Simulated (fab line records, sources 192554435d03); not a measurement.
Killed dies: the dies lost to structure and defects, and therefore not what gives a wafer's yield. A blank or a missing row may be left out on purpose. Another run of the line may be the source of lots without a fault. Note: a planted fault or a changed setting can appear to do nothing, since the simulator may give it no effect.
Problem report in the 8D (eight disciplines) form, filled by code	flow n5Finfet	the parts of the form that need people (team, actions taken, sign-off) are left out

== 1. THE ISSUE ==
spinSpeedRpm at N5_BEOL_M12_COAT_04 reads a mean of 1455.7 rpm on 9 wafers of 3 lots; wafers without a fault read 1625.0 rpm with a standard deviation of 1.1. That is -99 or more standard deviations from the usual mean.
The step: resist thk 400 nm.
First seen on wafer L210.3, day 11 20:35, on lithoTrack-05. The record holds 15 wafers of 5 lots with a number at this step. The rule behind "out" and "out of limits": a value lying over 4 standard deviations away from the usual mean. Any other wafer with a number is counted as sound.

== 2. WHAT IT IS AND WHAT IT IS NOT ==
question	is	is not
which readings at this step	spinSpeedRpm	chillPlateTempC
which lots	L210, L214, L217	L209, L222
which wafers of those lots	all that have a number	-
read on which tools	lithoTrack-05	lithoTrack-04
when	from day 11 20:35	up to then (3 sound wafers); but 3 sound wafers of L222 came after

== 3. SUSPECTS, AND WHAT RULES EACH OUT ==
Counting: a tool at any process step up to the reading remains a suspect when it ran all the lots that are out and ran no sound lot after the first of those.
- lithoTrack-05 at N5_BEOL_M12_COAT_04 (resist thk 400 nm): kept. All lots that are out passed through it, beginning with L210 at day 11 20:35, and no sound lot followed; its final sound lot before that point was L209 at day 11 18:51. Its own spinSpeedRpm readings are out on those wafers.
Left after counting: lithoTrack-05 at N5_BEOL_M12_COAT_04.

== 4. THE CAUSE (what the simulator had put in) ==
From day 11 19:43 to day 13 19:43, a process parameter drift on lithoTrack-05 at N5_BEOL_M12_COAT_04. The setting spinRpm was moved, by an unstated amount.
Only this tool survived the counting.

== 5. SEQUENCE OF EFFECTS, ordered by route ==
Each row: a reading where the mean over the struck wafers with a number is more than 3 standard deviations away from the usual. Readings are gone through only where the record gives a usual standard deviation; hours: the median, over the lots, of the time from a lot's start at the first step in this table giving one to that lot's start at this step; sigmas: the change measured in usual standard deviations.
hours	step	reading	usual	on struck wafers	change	sigmas
0	N5_BEOL_M12_COAT_04	spinSpeedRpm	1625.0 rpm	1455.7	-169.3	-99 or more
1	N5_BEOL_M12_STRIP_63	stripTimeToEndpointS	42.6 s	49.1	+6.5	+8.0
The process steps in it:
- N5_BEOL_M12_COAT_04: resist thk 400 nm.
- N5_BEOL_M12_STRIP_63: strips in N2/H2.

== 6. WHAT WOULD HAVE CAUGHT IT SOONER ==
In this record the first reading out of limits was taken at day 11 20:35, 1 hour after the fault began at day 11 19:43.
